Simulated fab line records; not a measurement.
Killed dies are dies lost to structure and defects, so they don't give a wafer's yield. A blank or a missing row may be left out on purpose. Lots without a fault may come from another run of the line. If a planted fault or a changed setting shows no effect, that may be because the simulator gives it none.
fab line records	flow n5-finfet
record lots=24	wafers=72	last-day=18
route steps=1938 shown BEOL_M11@1599 BEOL_M12@1617 BEOL_M13@1670
lots that met no fault: taken from a fault-free run of the same line
start-h: hours from the record's first day to the start of the lot's first wafer shown	wait-h: how many hours have passed since the lot's step before this one	" as in the row above	L1.1+2: several wafers, shown together as one row	- no value present, or no start provided	* or withheld: withheld	< > ~ a bound
route shown NAME@n: NAME is a module with steps in the file, n the number in the route of the first one	usual: mean/standard deviation of fault-free wafers	same: alike in all rows	chamber/n: place in a boat	sites: readings site by site	_std_site: their standard deviation	_edge_site: inner sites' mean taken away from outer sites' mean	radius-mm: for every site, how far away it sits from the centre of the wafer	mask NAME#n: copy n	behind: the most recent tool/chamber to have shaped the wafer	hold: what put the lot on hold/how long, in hours/how the hold closed	device: transistor that didn't switch, given as n, p or np	end of line: the tests these same wafers got at the end of their route	where a step has no rows: the recipe by itself	killed: dies lost to structure and defects at the first sort, not the wafer's yield	map: a wafer's dies, marking killed ones x, the rest . and places with no die _
set.NAME: the setting that was run; set.NAME@STEP: the one run at that earlier step	model.NAME: the simulator's own value behind a step, which no gauge read
steps of the route over a sample of lots; a table a step, a row a wafer
services: the hour from which a tool's chamber was out of use, counted from the record's first day as start-h (under 0 if before that day), plus the number of hours and why
## steps
# step N5_BEOL_M11_DEP_56
# recipe material=SiCN	target-thk-a=300	temp-c=withheld	precursor=3MS/NH3	pressure-torr=3	rf-w=675	time-s=10.5
# usual chamber-pressure-Torr=3.001/0.0065	showerhead-plenum-p-Torr=4.188/0.021	throttle-valve-pct=18.0/0.93
lot.wafer	tool	chamber	start-h	wait-h	chamber-pressure-Torr	showerhead-plenum-p-Torr	since-wet-clean-h	throttle-valve-pct
L074.1	pecvd-01	2	229.28	0.0	2.998	4.226	360	17.0
L074.4	"	2	"	"	2.996	4.216	-	16.9
L074.5	"	0	"	"	2.987	4.170	-	17.8
L076.2	pecvd-04	2	236.57	0.0	3.005	4.159	549	17.5
L076.3	"	1	"	"	2.997	4.208	2028	19.0
L076.4	"	0	"	"	3.002	4.171	-	17.9
L075.4	pecvd-04	0	238.75	0.0	2.996	4.160	-	17.6
L075.5	"	1	"	"	3.011	4.213	-	19.4
L075.6	"	2	"	"	2.983	4.166	-	17.6
L077.1	pecvd-03	1	246.18	0.0	2.992	4.177	1675	17.4
L077.2	"	2	"	"	3.005	4.205	196	17.6
L077.4	"	2	"	"	2.997	4.208	-	17.6
L078.1	pecvd-04	0	250.79	0.0	2.998	4.174	1317	17.5
L078.4	"	0	"	"	2.992	4.175	-	17.6
L078.6	"	1	"	"	3.008	4.204	-	19.3
L079.1	pecvd-03	2	252.22	0.0	3.000	4.196	202	17.6
L079.3	"	1	"	"	3.003	4.181	1681	17.6
L079.6	"	0	"	"	2.988	4.192	-	17.3
L081.2	pecvd-03	2	268.22	0.0	3.009	4.206	218	17.7
L081.3	"	1	"	"	3.002	4.178	1697	17.5
L081.5	"	0	"	"	3.006	4.195	-	17.2
L080.3	pecvd-03	0	271.42	0.0	3.003	4.216	975	17.5
L080.4	"	1	"	"	2.998	4.175	-	17.1
L080.5	"	0	"	"	3.000	4.209	-	17.3
L082.3	pecvd-03	0	285.28	0.0	3.002	4.195	989	17.5
L082.4	"	0	"	"	3.005	4.209	-	17.5
L082.5	"	2	"	"	3.001	4.211	-	17.5
L083.2	pecvd-03	0	294.11	0.0	3.006	4.187	998	17.3
L083.5	"	0	"	"	3.007	4.202	-	17.6
L083.6	"	1	"	"	3.001	4.187	-	17.4
L084.2	pecvd-03	2	295.27	0.0	3.013	4.209	245	17.6
L084.3	"	1	"	"	2.999	4.175	1724	17.6
L084.6	"	2	"	"	3.017	4.194	-	17.5
L086.1	pecvd-04	1	296.97	0.0	2.997	4.217	2088	19.1
L086.3	"	2	"	"	2.998	4.163	609	17.6
L086.5	"	1	"	"	3.003	4.212	-	19.4
L085.2	pecvd-04	2	307.05	0.0	3.007	4.156	619	17.8
L085.5	"	2	"	"	3.010	4.168	-	17.9
L085.6	"	1	"	"	3.001	4.209	-	19.1
L087.1	pecvd-03	2	318.71	0.0	3.000	4.206	269	17.6
L087.5	"	1	"	"	2.999	4.173	-	17.5
L087.6	"	0	"	"	3.003	4.204	-	17.3
L090.2	pecvd-04	0	336.44	0.0	2.996	4.174	1403	17.6
L090.3	"	1	"	"	2.995	4.208	2128	19.2
L090.5	"	0	"	"	3.000	4.158	-	17.7
L088.1	pecvd-03	0	336.72	0.0	2.990	4.190	1041	17.9
L088.3	"	1	"	"	3.020	4.172	1766	17.7
L088.4	"	1	"	"	3.009	4.188	-	17.5
L091.2	pecvd-01	0	336.86	0.0	3.003	4.156	1222	17.7
L091.3	"	2	"	"	3.001	4.225	468	16.8
L091.6	"	0	"	"	2.997	4.154	-	17.9
L089.1	pecvd-04	1	339.77	0.0	3.000	4.206	2131	19.3
L089.4	"	2	"	"	2.997	4.156	-	17.6
L089.5	"	1	"	"	2.996	4.198	-	19.2
L093.3	pecvd-03	2	350.74	0.0	2.997	4.194	301	17.6
L093.4	"	1	"	"	2.997	4.171	-	17.4
L093.6	"	0	"	"	3.003	4.203	-	17.2
L092.1	pecvd-04	1	352.88	0.0	3.013	4.205	2144	19.2
L092.2	"	0	"	"	3.006	4.160	1419	17.5
L092.3	"	2	"	"	3.004	4.150	665	17.9
L094.1	pecvd-01	2	353.42	0.0	3.000	4.218	485	16.9
L094.5	"	2	"	"	3.001	4.214	-	17.1
L094.6	"	1	"	"	2.992	4.192	-	20.5
L095.2	pecvd-01	1	367.92	0.0	2.999	4.189	1978	20.9
L095.3	"	2	"	"	3.009	4.216	499	17.1
L095.4	"	0	"	"	3.014	4.170	-	18.0
L096.2	pecvd-01	0	385.24	0.0	2.998	4.155	1270	18.2
L096.4	"	1	"	"	2.998	4.195	-	20.6
L096.6	"	0	"	"	3.015	4.155	-	18.0
L097.3	pecvd-03	2	386.19	0.0	2.998	4.206	336	17.7
L097.5	"	0	"	"	3.006	4.203	-	17.3
L097.6	"	2	"	"	3.001	4.199	-	17.9
# step N5_BEOL_M12_VIA_ETCH_16
# recipe chemistry=C4F8/O2/Ar	target=SiOC	pressure-mtorr=30	source-w=3000	bias-w=700	Ar_flow_sccm=400	C4F8_flow_sccm=15	O2_flow_sccm=8	he-inner-torr=15	he-outer-torr=30	target-depth-a=7248	time-s=withheld	ion-energy-ev=250	ends=cleared
# usual O2_flow_sccm=8.000/0.023	drypump-motor-current-A=5.8/0.62	he-outer-torr=30.00/0.064	oes-product-au=0.73/0.078	rf-vpp-V=664/3.2	showerhead-plenum-p-Torr=3.37/0.11	throttle-valve-pct=24.11/0.24
lot.wafer	tool	chamber	start-h	wait-h	O2_flow_sccm	drypump-motor-current-A	he-outer-torr	oes-product-au	rf-vpp-V	showerhead-plenum-p-Torr	throttle-valve-pct
L074.1	rie-diel-06	0	230.19	0.0	8.016	4.9	30.10	0.62	660	3.24	24.65
L074.4	"	3	"	"	8.008	6.4	29.89	0.64	670	3.52	24.36
L074.5	"	3	"	"	7.964	6.4	30.00	0.64	668	3.52	24.35
L076.2	rie-diel-02	2	237.58	0.0	8.037	6.3	29.97	0.69	662	3.33	24.32
L076.3	"	0	"	"	8.005	5.1	30.08	0.76	662	3.33	24.05
L076.4	"	3	"	"	7.974	6.0	30.12	0.62	664	3.38	24.44
L075.4	rie-diel-05	3	239.59	0.0	8.029	4.9	29.91	0.74	661	3.35	23.79
L075.5	"	0	"	"	7.978	6.0	30.14	0.68	662	3.27	23.97
L075.6	"	3	"	"	7.992	4.9	29.91	0.74	664	3.35	23.79
L077.1	rie-diel-06	2	246.97	0.0	7.986	6.3	30.05	0.80	662	3.34	24.22
L077.2	"	1	"	"	8.009	5.9	29.94	0.84	670	3.62	23.87
L077.4	"	3	"	"	7.994	6.5	30.03	0.64	668	3.52	24.36
L078.1	rie-diel-06	1	251.52	0.0	8.005	5.9	29.92	0.81	670	3.62	23.89
L078.4	"	0	"	"	8.007	4.9	30.00	0.62	660	3.24	24.65
L078.6	"	1	"	"	8.000	5.9	29.99	0.82	672	3.62	23.87
L079.1	rie-diel-05	3	253.08	0.0	7.981	4.9	29.91	0.73	663	3.34	23.79
L079.3	"	2	"	"	8.036	6.6	30.02	0.62	663	3.36	24.23
L079.6	"	1	"	"	8.010	6.4	30.01	0.79	662	3.35	24.12
L081.2	rie-diel-06	3	269.47	0.0	7.993	6.5	29.83	0.64	670	3.51	24.39
L081.3	"	2	"	"	7.969	6.3	30.06	0.78	663	3.34	24.21
L081.5	"	1	"	"	7.997	5.9	29.93	0.82	671	3.62	23.88
L080.3	rie-diel-02	3	272.16	0.0	7.979	6.0	29.88	0.89	664	3.37	24.17
L080.4	"	2	"	"	7.999	6.2	29.93	0.67	664	3.32	24.35
L080.5	"	3	"	"	7.985	6.0	29.98	0.88	664	3.37	24.17
L082.3	rie-diel-06	2	286.14	0.0	8.005	6.2	29.95	0.78	663	3.34	24.22
L082.4	"	3	"	"	7.996	6.5	30.04	0.63	667	3.51	24.39
L082.5	"	3	"	"	8.018	6.4	30.16	0.63	669	3.51	24.37
L083.2	rie-diel-05	0	294.84	0.0	7.994	6.0	29.94	0.67	661	3.26	23.99
L083.5	"	2	"	"	8.025	6.6	30.03	0.62	665	3.36	24.26
L083.6	"	1	"	"	7.979	6.4	30.02	0.78	662	3.34	24.15
L084.2	rie-diel-05	2	296.07	0.0	8.006	6.6	29.99	0.62	664	3.36	24.23
L084.3	"	3	"	"	8.011	4.9	29.99	0.73	663	3.34	23.81
L084.6	"	0	"	"	7.986	6.0	30.10	0.68	662	3.26	23.98
L086.1	rie-diel-02	3	297.71	0.0	7.957	6.0	30.02	0.85	663	3.37	24.16
L086.3	"	2	"	"	7.980	6.3	29.97	0.68	662	3.32	24.36
L086.5	"	1	"	"	8.021	5.5	29.97	0.72	663	3.33	23.74
L085.2	rie-diel-05	1	307.91	0.0	7.979	6.4	30.06	0.77	664	3.34	24.14
L085.5	"	2	"	"	7.963	6.6	29.94	0.60	664	3.35	24.25
L085.6	"	1	"	"	7.994	6.3	30.05	0.77	661	3.34	24.15
L087.1	rie-diel-06	3	319.73	0.0	7.995	6.5	29.97	0.62	668	3.50	24.40
L087.5	"	3	"	"	7.985	6.5	30.02	0.62	669	3.50	24.40
L087.6	"	2	"	"	8.017	6.2	30.14	0.76	663	3.33	24.24
L090.2	rie-diel-06	0	337.18	0.0	8.004	4.9	30.01	0.85	670	3.63	24.30
L090.3	"	1	"	"	8.020	5.9	29.94	0.78	670	3.60	23.92
L090.5	"	3	"	"	8.008	6.5	30.09	0.61	668	3.50	24.41
L088.1	rie-diel-06	1	337.58	0.0	7.978	5.9	30.04	0.77	671	3.60	23.92
L088.3	"	2	"	"	8.007	6.2	30.00	0.76	664	3.33	24.25
L088.4	"	0	"	"	7.994	4.9	29.99	0.85	671	3.62	24.28
L091.2	rie-diel-02	3	337.95	0.0	8.004	6.0	29.98	0.82	664	3.36	24.19
L091.3	"	0	"	"	8.031	5.1	29.90	0.73	664	3.32	24.09
L091.6	"	3	"	"	8.002	6.0	30.07	0.82	664	3.36	24.19
L089.1	rie-diel-02	0	340.76	0.0	7.948	5.0	30.03	0.73	663	3.32	24.11
L089.4	"	1	"	"	8.003	5.5	30.02	0.71	661	3.32	23.78
L089.5	"	0	"	"	7.997	5.1	30.08	0.74	663	3.32	24.10
L093.3	rie-diel-05	1	351.87	0.0	8.063	6.4	29.95	0.75	663	3.33	24.18
L093.4	"	0	"	"	7.993	6.0	29.92	0.65	660	3.25	24.01
L093.6	"	3	"	"	8.002	4.9	29.91	0.69	663	3.32	23.86
L092.1	rie-diel-05	3	353.80	0.0	7.957	4.9	29.98	0.69	662	3.32	23.85
L092.2	"	0	"	"	8.019	6.0	30.02	0.66	660	3.25	24.01
L092.3	"	1	"	"	8.006	6.4	30.01	0.75	662	3.33	24.19
L094.1	rie-diel-05	1	354.87	0.0	8.007	6.4	29.93	0.75	661	3.32	24.16
L094.5	"	2	"	"	8.019	6.6	29.99	0.87	664	3.35	23.92
L094.6	"	3	"	"	8.038	4.9	30.07	0.69	662	3.32	23.84
L095.2	rie-diel-05	0	368.65	0.0	7.989	6.0	30.01	0.65	660	3.25	24.04
L095.3	"	1	"	"	8.028	6.4	30.01	0.75	663	3.32	24.20
L095.4	"	2	"	"	7.993	6.6	29.97	0.86	663	3.35	23.92
L096.2	rie-diel-05	1	386.21	0.0	8.008	6.3	30.05	0.74	664	3.32	24.18
L096.4	"	0	"	"	7.974	6.0	30.06	0.65	662	3.25	24.03
L096.6	"	3	"	"	7.997	4.9	30.04	0.68	662	3.32	23.85
L097.3	rie-diel-05	3	386.98	0.0	7.992	4.9	30.02	0.68	661	3.32	23.87
L097.5	"	1	"	"	7.978	6.4	30.04	0.74	663	3.32	24.19
L097.6	"	2	"	"	7.991	6.6	30.09	0.84	662	3.34	23.94
# step N5_BEOL_M12_STRIP_37
# recipe chemistry=N2/H2	power-w=1000	temp-c=250	h2-frac=0.65	overash-fraction=0.3	pressure-mtorr=withheld	n2-flow-sccm=1750	h2-flow-sccm=3250
# usual drypump-motor-current-A=5.6/0.31	heater-power-w=351/24	oes-product-au=0.789/0.0097
lot.wafer	tool	chamber	start-h	wait-h	drypump-motor-current-A	heater-power-w	oes-product-au	rf-hours-counter-h
L074.1	plasma-asher-02	1	231.87	0.0	5.1	308	0.777	121
L074.4	"	0	"	"	5.8	334	0.787	-
L074.5	"	0	"	"	5.7	330	0.788	-
L076.2	plasma-asher-02	1	239.27	0.0	5.1	306	0.798	122
L076.3	"	0	"	"	5.8	336	0.779	-
L076.4	"	1	"	"	5.0	309	0.803	-
L075.4	plasma-asher-01	1	241.16	0.1	5.5	365	0.805	-
L075.5	"	0	"	"	6.0	380	0.791	-
L075.6	"	1	"	"	5.6	365	0.799	-
L077.1	plasma-asher-02	1	248.37	0.0	5.0	319	0.796	124
L077.2	"	0	"	"	5.7	329	0.799	124
L077.4	"	1	"	"	5.1	315	0.798	-
L078.1	plasma-asher-01	1	253.03	0.0	5.6	352	0.790	71
L078.4	"	1	"	"	5.6	357	0.795	-
L078.6	"	0	"	"	6.0	373	0.797	-
L079.1	plasma-asher-01	1	254.46	0.0	5.6	361	0.800	71
L079.3	"	1	"	"	5.6	349	0.784	-
L079.6	"	0	"	"	5.9	378	0.790	-
L081.2	plasma-asher-02	0	271.04	0.0	5.7	336	0.798	129
L081.3	"	1	"	"	5.0	317	0.781	-
L081.5	"	1	"	"	5.1	316	0.780	-
L080.3	plasma-asher-01	1	273.61	0.1	5.5	360	0.797	-
L080.4	"	0	"	"	5.9	373	0.780	-
L080.5	"	1	"	"	5.6	365	0.784	-
L082.3	plasma-asher-01	0	287.93	0.1	5.9	377	0.806	-
L082.4	"	1	"	"	5.6	357	0.798	-
L082.5	"	1	"	"	5.5	360	0.789	-
L083.2	plasma-asher-01	1	296.39	0.0	5.6	364	0.789	78
L083.5	"	1	"	"	5.6	351	0.800	-
L083.6	"	0	"	"	6.0	378	0.791	-
L084.2	plasma-asher-01	0	297.44	0.0	6.0	372	0.802	78
L084.3	"	0	"	"	5.9	366	0.787	-
L084.6	"	1	"	"	5.6	356	0.771	-
L086.1	plasma-asher-02	0	299.25	0.0	5.7	347	0.779	135
L086.3	"	1	"	"	5.1	319	0.783	-
L086.5	"	1	"	"	5.1	315	0.795	-
L085.2	plasma-asher-01	0	309.29	0.0	6.0	372	0.782	80
L085.5	"	0	"	"	5.9	374	0.790	-
L085.6	"	1	"	"	5.6	354	0.774	-
L087.1	plasma-asher-02	0	321.10	0.0	5.8	336	0.770	139
L087.5	"	0	"	"	5.7	336	0.784	-
L087.6	"	1	"	"	5.0	313	0.784	-
L090.2	plasma-asher-02	0	338.72	0.0	5.7	338	0.791	142
L090.3	"	1	"	"	5.1	304	0.803	-
L090.5	"	0	"	"	5.7	331	0.801	-
L088.1	plasma-asher-01	1	339.08	0.0	5.6	353	0.782	86
L088.3	"	1	"	"	5.6	367	0.782	-
L088.4	"	0	"	"	6.0	378	0.770	-
L091.2	plasma-asher-01	0	339.54	0.0	6.0	386	0.782	86
L091.3	"	1	"	"	5.6	359	0.787	-
L091.6	"	1	"	"	5.6	360	0.799	-
L089.1	plasma-asher-02	1	342.32	0.0	5.0	314	0.810	143
L089.4	"	1	"	"	5.0	313	0.790	-
L089.5	"	0	"	"	5.8	330	0.779	-
L093.3	plasma-asher-01	1	353.85	0.1	5.5	355	0.791	-
L093.4	"	0	"	"	6.0	378	0.774	-
L093.6	"	1	"	"	5.6	355	0.786	-
L092.1	plasma-asher-02	0	355.72	0.0	5.7	349	0.791	146
L092.2	"	1	"	"	5.1	317	0.790	146
L092.3	"	0	"	"	5.7	335	0.801	-
L094.1	plasma-asher-01	0	356.39	0.0	6.0	383	0.794	90
L094.5	"	0	"	"	6.0	368	0.777	-
L094.6	"	1	"	"	5.6	359	0.780	-
L095.2	plasma-asher-01	1	370.29	0.0	5.5	347	0.776	93
L095.3	"	0	"	"	6.0	369	0.763	-
L095.4	"	1	"	"	5.6	359	0.800	-
L096.2	plasma-asher-01	1	387.72	0.0	5.6	359	0.799	96
L096.4	"	1	"	"	5.6	354	0.781	-
L096.6	"	0	"	"	5.9	374	0.783	-
L097.3	plasma-asher-01	1	388.57	0.1	5.6	363	0.798	-
L097.5	"	1	"	"	5.5	375	0.794	-
L097.6	"	0	"	"	6.0	372	0.784	-
# step N5_BEOL_M12_SPUTTER_44
# recipe material=Ta	target-thk-a=100	temp-c=50	bias-v=80	power-w=15000	chamber-pressure-pa=0.07	time-s=16.13
# usual substrate-temp-c=50.01/0.1	throttle-valve-pct=30.1/1.1
lot.wafer	tool	chamber	start-h	wait-h	substrate-temp-c	throttle-valve-pct
L074.1	pvd-sputter-02	-	232.39	0.0	49.83	31.1
L074.4	"	-	"	"	49.86	30.9
L074.5	"	-	"	"	50.08	27.8
L076.2	pvd-sputter-02	-	240.80	0.0	50.12	31.3
L076.3	"	-	"	"	49.87	27.6
L076.4	"	-	"	"	50.14	29.6
L075.4	pvd-sputter-01	-	241.90	0.0	50.10	28.6
L075.5	"	-	"	"	50.01	31.6
L075.6	"	-	"	"	50.10	28.6
L077.1	pvd-sputter-01	-	249.52	0.0	49.97	30.7
L077.2	"	-	"	"	50.03	31.6
L077.4	"	-	"	"	49.90	28.6
L078.1	pvd-sputter-01	-	253.57	0.0	50.07	31.6
L078.4	"	-	"	"	50.05	31.0
L078.6	"	-	"	"	49.89	30.7
L079.1	pvd-sputter-03	-	256.48	0.0	50.07	30.6
L079.3	"	-	"	"	50.06	30.9
L079.6	"	-	"	"	49.98	29.9
L081.2	pvd-sputter-03	-	277.17	0.0	50.03	30.1
L081.3	"	-	"	"	50.11	30.7
L081.5	"	-	"	"	50.00	29.8
L080.3	pvd-sputter-03	-	285.12	0.0	49.95	30.6
L080.4	"	-	"	"	50.19	29.8
L080.5	"	-	"	"	50.14	31.1
L082.3	pvd-sputter-01	-	290.34	0.0	50.11	31.7
L082.4	"	-	"	"	50.08	30.0
L082.5	"	-	"	"	50.23	30.9
L083.2	pvd-sputter-01	-	301.68	0.0	49.97	31.7
L083.5	"	-	"	"	49.86	28.6
L083.6	"	-	"	"	50.02	31.4
L084.2	pvd-sputter-01	-	302.00	0.0	50.04	29.9
L084.3	"	-	"	"	49.94	31.0
L084.6	"	-	"	"	49.93	31.1
L086.1	pvd-sputter-03	-	302.26	0.0	50.07	29.7
L086.3	"	-	"	"	50.12	30.8
L086.5	"	-	"	"	50.03	31.0
L085.2	pvd-sputter-01	-	310.83	0.0	50.02	30.9
L085.5	"	-	"	"	50.02	31.5
L085.6	"	-	"	"	50.08	29.9
L087.1	pvd-sputter-03	-	323.02	0.0	50.00	30.1
L087.5	"	-	"	"	49.83	30.7
L087.6	"	-	"	"	50.05	30.8
L090.2	pvd-sputter-02	-	339.24	0.0	49.82	29.9
L090.3	"	-	"	"	50.26	31.1
L090.5	"	-	"	"	50.03	27.8
L088.1	pvd-sputter-02	-	339.88	0.0	49.93	27.8
L088.3	"	-	"	"	50.02	31.1
L088.4	"	-	"	"	50.06	27.6
L091.2	pvd-sputter-02	-	340.24	0.0	49.99	29.2
L091.3	"	-	"	"	49.90	31.3
L091.6	"	-	"	"	50.10	31.1
L089.1	pvd-sputter-01	-	345.43	0.0	50.00	29.8
L089.4	"	-	"	"	50.07	31.4
L089.5	"	-	"	"	50.02	29.7
L093.3	pvd-sputter-01	-	360.51	0.0	50.15	31.0
L093.4	"	-	"	"	50.06	28.3
L093.6	"	-	"	"	50.22	28.8
L092.1	pvd-sputter-01	-	361.55	0.0	50.02	31.0
L092.2	"	-	"	"	50.04	29.8
L092.3	"	-	"	"	50.03	31.7
L094.1	pvd-sputter-01	-	361.91	0.0	49.85	29.6
L094.5	"	-	"	"	50.01	28.6
L094.6	"	-	"	"	50.03	30.9
L095.2	pvd-sputter-03	-	372.52	0.0	50.09	31.2
L095.3	"	-	"	"	50.12	30.7
L095.4	"	-	"	"	49.83	29.9
L096.2	pvd-sputter-01	-	393.76	0.0	49.81	28.7
L096.4	"	-	"	"	50.08	31.4
L096.6	"	-	"	"	50.16	29.8
L097.3	pvd-sputter-03	-	396.42	0.0	49.78	30.6
L097.5	"	-	"	"	49.89	30.7
L097.6	"	-	"	"	49.92	29.6
# step N5_BEOL_M12_SPUTTER_45
# recipe material=Cu	target-thk-a=800	temp-c=-20	bias-v=60	power-w=26000	chamber-pressure-pa=0.13	time-s=13.33
# usual chuck-gas-flow-sccm=1.26/0.05	substrate-temp-c=-20.01/0.1	throttle-valve-pct=30.1/1.1
lot.wafer	tool	chamber	start-h	wait-h	chuck-gas-flow-sccm	substrate-temp-c	throttle-valve-pct
L074.1	pvd-sputter-02	-	232.47	0.0	1.26	-19.98	31.2
L074.4	"	-	"	"	1.29	-20.02	31.0
L074.5	"	-	"	"	1.21	-19.94	27.9
L076.2	pvd-sputter-02	-	240.88	0.0	1.28	-20.09	31.3
L076.3	"	-	"	"	1.23	-20.02	27.5
L076.4	"	-	"	"	1.24	-19.99	29.7
L075.4	pvd-sputter-01	-	241.98	0.0	1.32	-20.10	28.5
L075.5	"	-	"	"	1.25	-20.00	31.6
L075.6	"	-	"	"	1.33	-19.97	28.5
L077.1	pvd-sputter-01	-	249.60	0.0	1.19	-20.16	31.0
L077.2	"	-	"	"	1.21	-20.10	31.3
L077.4	"	-	"	"	1.30	-20.06	28.7
L078.1	pvd-sputter-01	-	253.65	0.0	1.26	-20.00	31.6
L078.4	"	-	"	"	1.14	-20.07	31.1
L078.6	"	-	"	"	1.27	-20.12	30.8
L079.1	pvd-sputter-03	-	256.56	0.0	1.28	-20.11	30.5
L079.3	"	-	"	"	1.24	-19.87	31.3
L079.6	"	-	"	"	1.30	-20.08	30.0
L081.2	pvd-sputter-03	-	277.25	0.0	1.32	-19.83	29.6
L081.3	"	-	"	"	1.27	-19.98	30.5
L081.5	"	-	"	"	1.14	-20.06	29.7
L080.3	pvd-sputter-03	-	285.20	0.0	1.26	-19.90	30.5
L080.4	"	-	"	"	1.37	-19.98	29.8
L080.5	"	-	"	"	1.43	-20.04	30.8
L082.3	pvd-sputter-01	-	290.42	0.0	1.34	-19.88	31.6
L082.4	"	-	"	"	1.29	-20.02	29.6
L082.5	"	-	"	"	1.28	-20.08	30.9
L083.2	pvd-sputter-01	-	301.76	0.0	1.31	-19.92	31.3
L083.5	"	-	"	"	1.24	-19.99	28.6
L083.6	"	-	"	"	1.27	-19.61	31.5
L084.2	pvd-sputter-01	-	302.08	0.0	1.28	-20.15	29.9
L084.3	"	-	"	"	1.26	-19.91	30.9
L084.6	"	-	"	"	1.24	-20.01	30.9
L086.1	pvd-sputter-03	-	302.34	0.0	1.26	-19.97	29.6
L086.3	"	-	"	"	1.30	-20.03	30.5
L086.5	"	-	"	"	1.21	-20.03	31.2
L085.2	pvd-sputter-01	-	310.91	0.0	1.26	-20.05	31.1
L085.5	"	-	"	"	1.22	-19.86	31.2
L085.6	"	-	"	"	1.22	-19.97	29.9
L087.1	pvd-sputter-03	-	323.10	0.0	1.27	-19.92	29.8
L087.5	"	-	"	"	1.24	-20.02	30.8
L087.6	"	-	"	"	1.22	-19.71	30.3
L090.2	pvd-sputter-02	-	339.32	0.0	1.26	-20.04	29.5
L090.3	"	-	"	"	1.27	-20.06	31.0
L090.5	"	-	"	"	1.27	-19.97	27.9
L088.1	pvd-sputter-02	-	339.96	0.0	1.32	-19.99	27.5
L088.3	"	-	"	"	1.22	-19.98	31.2
L088.4	"	-	"	"	1.24	-20.04	27.9
L091.2	pvd-sputter-02	-	340.32	0.0	1.26	-20.12	29.7
L091.3	"	-	"	"	1.30	-20.04	31.0
L091.6	"	-	"	"	1.26	-19.99	31.4
L089.1	pvd-sputter-01	-	345.51	0.0	1.25	-20.16	29.8
L089.4	"	-	"	"	1.22	-19.82	31.7
L089.5	"	-	"	"	1.25	-19.95	29.7
L093.3	pvd-sputter-01	-	360.59	0.0	1.24	-20.01	30.8
L093.4	"	-	"	"	1.24	-19.95	28.4
L093.6	"	-	"	"	1.29	-19.97	28.5
L092.1	pvd-sputter-01	-	361.63	0.0	1.27	-19.96	31.0
L092.2	"	-	"	"	1.27	-20.10	30.1
L092.3	"	-	"	"	1.21	-19.93	31.9
L094.1	pvd-sputter-01	-	361.99	0.0	1.30	-20.05	29.8
L094.5	"	-	"	"	1.18	-19.96	28.6
L094.6	"	-	"	"	1.27	-20.12	30.9
L095.2	pvd-sputter-03	-	372.60	0.0	1.33	-19.94	31.1
L095.3	"	-	"	"	1.21	-20.05	30.7
L095.4	"	-	"	"	1.28	-19.84	29.8
L096.2	pvd-sputter-01	-	393.84	0.0	1.24	-20.05	28.7
L096.4	"	-	"	"	1.32	-19.90	31.6
L096.6	"	-	"	"	1.26	-20.07	29.9
L097.3	pvd-sputter-03	-	396.50	0.0	1.22	-20.07	30.4
L097.5	"	-	"	"	1.23	-19.97	30.6
L097.6	"	-	"	"	1.19	-20.09	30.0
# step N5_BEOL_M13_OVL_MEAS_11
# recipe points-per-wafer=44
# usual V12_OVL=6/5.4
lot.wafer	tool	chamber	start-h	wait-h	V12_OVL[nm]
L074.1	overlay-01	0	234.25	0.0	6
L074.4	"	0	"	"	13
L074.5	"	0	"	"	4
L076.2	overlay-02	0	242.46	0.0	7
L076.3	"	0	"	"	7
L076.4	"	0	"	"	12
L075.4	overlay-02	0	243.73	0.0	15
L075.5	"	0	"	"	15
L075.6	"	0	"	"	13
L077.1	overlay-01	0	251.31	0.0	0
L077.2	"	0	"	"	7
L077.4	"	0	"	"	4
L078.1	overlay-02	0	255.20	0.0	-1
L078.4	"	0	"	"	-3
L078.6	"	0	"	"	7
L079.1	overlay-01	0	258.11	0.0	13
L079.3	"	0	"	"	0
L079.6	"	0	"	"	14
L081.2	overlay-01	0	278.77	0.0	0
L081.3	"	0	"	"	-3
L081.5	"	0	"	"	4
L080.3	overlay-02	0	287.25	0.0	6
L080.4	"	0	"	"	3
L080.5	"	0	"	"	2
L082.3	overlay-02	0	292.07	0.0	4
L082.4	"	0	"	"	10
L082.5	"	0	"	"	3
L083.2	overlay-01	0	303.78	0.0	12
L083.5	"	0	"	"	12
L083.6	"	0	"	"	12
L084.2	overlay-02	0	304.88	0.0	12
L084.3	"	0	"	"	7
L084.6	"	0	"	"	12
L086.1	overlay-02	0	305.04	0.0	10
L086.3	"	0	"	"	5
L086.5	"	0	"	"	14
L085.2	overlay-02	0	312.89	0.0	3
L085.5	"	0	"	"	3
L085.6	"	0	"	"	-5
L087.1	overlay-01	0	324.72	0.0	-1
L087.5	"	0	"	"	-3
L087.6	"	0	"	"	-3
L090.2	overlay-01	0	341.17	0.0	3
L090.3	"	0	"	"	5
L090.5	"	0	"	"	0
L088.1	overlay-02	0	341.63	0.0	14
L088.3	"	0	"	"	13
L088.4	"	0	"	"	13
L091.2	overlay-01	0	341.97	0.0	11
L091.3	"	0	"	"	4
L091.6	"	0	"	"	8
L089.1	overlay-02	0	347.54	0.0	0
L089.4	"	0	"	"	5
L089.5	"	0	"	"	8
L093.3	overlay-02	0	362.14	0.0	6
L093.4	"	0	"	"	4
L093.6	"	0	"	"	9
L092.1	overlay-02	0	363.16	0.0	1
L092.2	"	0	"	"	4
L092.3	"	0	"	"	4
L094.1	overlay-02	0	363.68	0.0	0
L094.5	"	0	"	"	3
L094.6	"	0	"	"	7
L095.2	overlay-02	0	374.27	0.0	6
L095.3	"	0	"	"	14
L095.4	"	0	"	"	4
L096.2	overlay-01	0	396.24	0.0	1
L096.4	"	0	"	"	7
L096.6	"	0	"	"	13
L097.3	overlay-02	0	398.15	0.0	9
L097.5	"	0	"	"	6
L097.6	"	0	"	"	7
## services
tool	chamber	start-h	hours	kind
pecvd-03	1	218.40	5.5	scheduled-down
rie-diel-06	0	220.63	6.6	repair
pecvd-03	0	224.32	5.5	scheduled-down
rie-diel-02	-	229.71	0.5	repair
rie-diel-05	0	258.19	9.4	repair
rie-diel-02	0	264.49	9.9	repair
pvd-sputter-02	-	279.52	3.8	repair
pecvd-01	-	289.64	1.0	repair
pecvd-04	1	298.99	6.2	repair
rie-diel-05	0	307.30	4.3	repair
rie-diel-05	2	311.74	-	clean
rie-diel-05	2	311.74	-	consumable-replace:focus-ring
pecvd-04	1	317.58	4.5	repair
pvd-sputter-01	-	320.04	19.6	repair
rie-diel-06	3	328.29	2.5	repair
plasma-asher-01	-	344.97	2.8	pm
pvd-sputter-01	-	354.53	5.4	repair
pecvd-03	0	357.77	12.8	repair
rie-diel-05	3	376.16	2.3	repair
rie-diel-02	-	381.76	0.5	repair
rie-diel-06	3	382.22	2.3	repair
rie-diel-06	2	382.64	11.7	repair
pvd-sputter-01	-	386.41	4.6	repair
rie-diel-06	0	392.19	4.8	repair
## key
fault none
